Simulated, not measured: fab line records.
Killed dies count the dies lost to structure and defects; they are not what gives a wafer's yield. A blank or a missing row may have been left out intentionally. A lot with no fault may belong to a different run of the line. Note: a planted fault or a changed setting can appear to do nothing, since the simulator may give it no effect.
Matching of chambers || flow nandHarc || NHARC_P_ZERO_WELL_DESCUM_54 on rieDiel-05 has 3 sister chambers
The step chemistry O2, time 3 s. 3 wafers are shown with their chamber, then 6 later ones without.

== EACH WAFER AND ITS CHAMBER ==
{"wafer": "L085.5", "chamber": 3, "drypumpMotorCurrentA (A)": 6.0}
{"wafer": "L086.1", "chamber": 0, "drypumpMotorCurrentA (A)": 5.6}
{"wafer": "L088.1", "chamber": 1, "drypumpMotorCurrentA (A)": 4.8}

== WAFERS MISSING THEIR CHAMBER ==
{"wafer": "L088.3", "drypumpMotorCurrentA (A)": 6.0}
{"wafer": "L088.6", "drypumpMotorCurrentA (A)": 6.0}
{"wafer": "L089.3", "drypumpMotorCurrentA (A)": 5.6}
{"wafer": "L089.4", "drypumpMotorCurrentA (A)": 6.0}
{"wafer": "L091.2", "drypumpMotorCurrentA (A)": 4.9}
{"wafer": "L091.4", "drypumpMotorCurrentA (A)": 6.0}

== WHICH CHAMBER EACH ONE RAN IN ==
{"wafer": "L088.3", "from the rows above": 3, "in truth": 3}
{"wafer": "L088.6", "from the rows above": 3, "in truth": 3}
{"wafer": "L089.3", "from the rows above": 0, "in truth": 0}
{"wafer": "L089.4", "from the rows above": 3, "in truth": 3}
{"wafer": "L091.2", "from the rows above": 1, "in truth": 1}
{"wafer": "L091.4", "from the rows above": 3, "in truth": 3}
Correct placement for 6 of the 6. Left unplaced by these rows: 0. 0 placed wrongly.
How it was worked out, from the rows above alone: a wafer's distance from a chamber is the root of the sum, over the readings, of the square of ((its reading less the chamber's mean) divided by the reading's scatter). The wafer belongs to the nearest chamber; if the next one is less than 2 further off, it can't be placed. For every chamber, the mean is computed from those of its wafers that are shown. The scatter (one wafer shown for each chamber): square how far every hidden wafer sits from the nearest shown wafer, average those squares and take the square root.
